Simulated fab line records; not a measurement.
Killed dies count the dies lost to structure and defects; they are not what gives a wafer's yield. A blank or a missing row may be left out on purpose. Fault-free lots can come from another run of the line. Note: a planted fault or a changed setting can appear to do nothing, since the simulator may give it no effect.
A lot that was struck, set against a sound lot || flow n5Finfet || 35 steps out of a route of 1938
Sound: the wafers L238.1, L238.4, L238.5. Struck: wafers L224.2, L224.3. The cause comes at the end.
For every step that has rows: the tool of each side, followed by ch and its chambers, followed by its first start. Under that, the readings that differ: sound wafers || struck wafers || difference of the means || sigmas: that difference in standard deviations of wafers without a fault.
alike: same words and numbers on both sides, and readings whose means sit less than 2 such deviations apart. not compared: any withheld reading, any reading some wafer has no value for, any bound like >300 that may hide the same value, and any number with overlapping values for which the record gives no deviation.
Wherever a step has rows on one side only, a row that says differs or no value, or a row with sigmas, the two part there. Numbers that don't overlap but have no deviation are shown without sigmas and don't part them. A reading missing from all wafers of one side parts the sides only when that side holds two or more wafers.

first, 10 steps without rows for these wafers: N5_BEOL_M7_TRENCH_ETCH_37 (etches SiCOH lowk in C4F6/O2, target depth 93.478 nm, time 31.2 s); N5_BEOL_M7_ETCH_41 (etches SiCN in CH3F/O2, target depth 31.9 nm, time 57.8 s); N5_BEOL_M7_STRIP_80 (strips in N2/H2, time 10 s); N5_BEOL_M7_HM_STRIP_39 (strips TiN in peroxide tin strip, target depth 25 nm, time 158 s); N5_BEOL_M7_SRD_40 (time 30 s); N5_BEOL_M7_PRECLEAN_42 (cleans in residue remover, time 60 s); N5_BEOL_M7_SRD_43 (time 30 s); N5_BEOL_M7_CURE_75 (cures SiCOH lowk, time 120 s); N5_BEOL_M7_DEGAS_44 (time 60 s); N5_BEOL_M7_PRE_CLEAN_45 (time 30 s).
N5_BEOL_M7_ALD_77: deposits TaN, target thk 2 nm, pulse time 2 s, purge time 3 s.
  sound on aldMetal-01 ch 1,2, day 14 17:14; struck on aldMetal-01 ch 0,2, day 10 21:21
{"reading": "aldCycles", "sound": "40 40 40", "struck": "53 53", "difference": "+13", "sigmas": ""}
{"reading": "model.TaN_of_BEOL_M7_ALD_77.thkNm (nm)", "sound": "2 2 2", "struck": "2.6 2.6", "difference": "+0.6", "sigmas": ""}
  alike: heaterPowerW
then, 22 steps without rows for these wafers: N5_BEOL_M7_SURFACE_TREAT_79; N5_BEOL_M7_CVD_78 (deposits Co from CCTBA/H2, target thk 2 nm, time 142.3 s); N5_BEOL_M7_SPUTTER_48 (material Cu, target thk 10 nm, time 1.667 s); N5_BEOL_M7_ECD_50 (material Cu, target thk 300 nm); N5_BEOL_M7_ANNEAL_51 (time 90 s); N5_BEOL_M7_CMP_52 (polishes, stops on SiCOH lowk, t overpolish 6.9 s, target thk 80 nm); N5_BEOL_M7_PRE_CLEAN_55 (time 15 s); N5_BEOL_M7_DEP_56 (deposits SiCN from 3MS/NH3, target thk 10 nm, time 17.5 s); N5_BEOL_M8_ILD_DEP_00 (deposits SiCOH lowk from DEMS/porogen, target thk 179.75 nm, time 33.4 s); N5_BEOL_M8_CURE_74 (cures SiCOH lowk, time 240 s); N5_BEOL_M8_PECVD_70 (deposits SiO2 from TEOS/O2, target thk 20 nm, time 22.7 s); N5_BEOL_M8_HM_DEP_02 (deposits TiN, target thk 20 nm); N5_BEOL_M8_COAT_59 (time 60 s, resist thk 100 nm); N5_BEOL_M8_COAT_60 (time 60 s, resist thk 35 nm); N5_BEOL_M8_COAT_05 (resist thk 90 nm); N5_BEOL_M8_EBR_07; N5_BEOL_M8_SOFTBAKE_06 (time 60 s); N5_BEOL_M8_EXPOSE_08 (exposes mask M8); N5_BEOL_M8_PEB_09 (peb time 60 s); N5_BEOL_M8_DEVELOP_10 (develop time 30 s); N5_BEOL_M8_DESCUM_16 (chemistry O2, time 7.9 s); N5_BEOL_M8_ETCH_61 (etches SiARC in CF4, target depth 45.5 nm, time 75.8 s).
-- a jump in the record: the struck wafers' starts before and after are 3 days apart (it breaks off in module BEOL_M8 and resumes in module BEOL_M15, where the first step shown is number 1830 of the route) --
N5_BEOL_M15_RC_MEAS_101:
  sound on prober-02 ch 0, day 17 04:24; struck on prober-01 ch 0, day 13 12:17
{"reading": "COMB_M14 (S/m)", "sound": "1.7e-12 2e-12 2.7e-12", "struck": "5e-12 4e-12", "difference": "+2e-12", "sigmas": "+3"}
{"reading": "SERP_M7 (ohm/um)", "sound": "14.6 14.5 13.3", "struck": "14.8 15.1", "difference": "+0.8", "sigmas": "+2"}
{"reading": "SERP_M7_max_site (ohm/um)", "sound": "14.9 15.1 13.7", "struck": "15.5 15.7", "difference": "+1.0", "sigmas": "+2"}
  alike: COMB_M10, COMB_M11, COMB_M12, COMB_M13, COMB_M15, COMB_M5, COMB_M6, COMB_M7, COMB_M8, COMB_M9, COMB_M9_max_site, SERP_M10, SERP_M11, SERP_M12, SERP_M13, SERP_M14, SERP_M5, SERP_M6, SERP_M8, SERP_M9
N5_PASSIVATION_PROBE_49:
  only the struck wafers here have rows in the record (prober-02, day 14 04:56); the sound ones have none

## WHERE THEY PART
First at N5_BEOL_M15_RC_MEAS_101; last, within this record, at N5_PASSIVATION_PROBE_49.

WHY: what had been put in by the simulator
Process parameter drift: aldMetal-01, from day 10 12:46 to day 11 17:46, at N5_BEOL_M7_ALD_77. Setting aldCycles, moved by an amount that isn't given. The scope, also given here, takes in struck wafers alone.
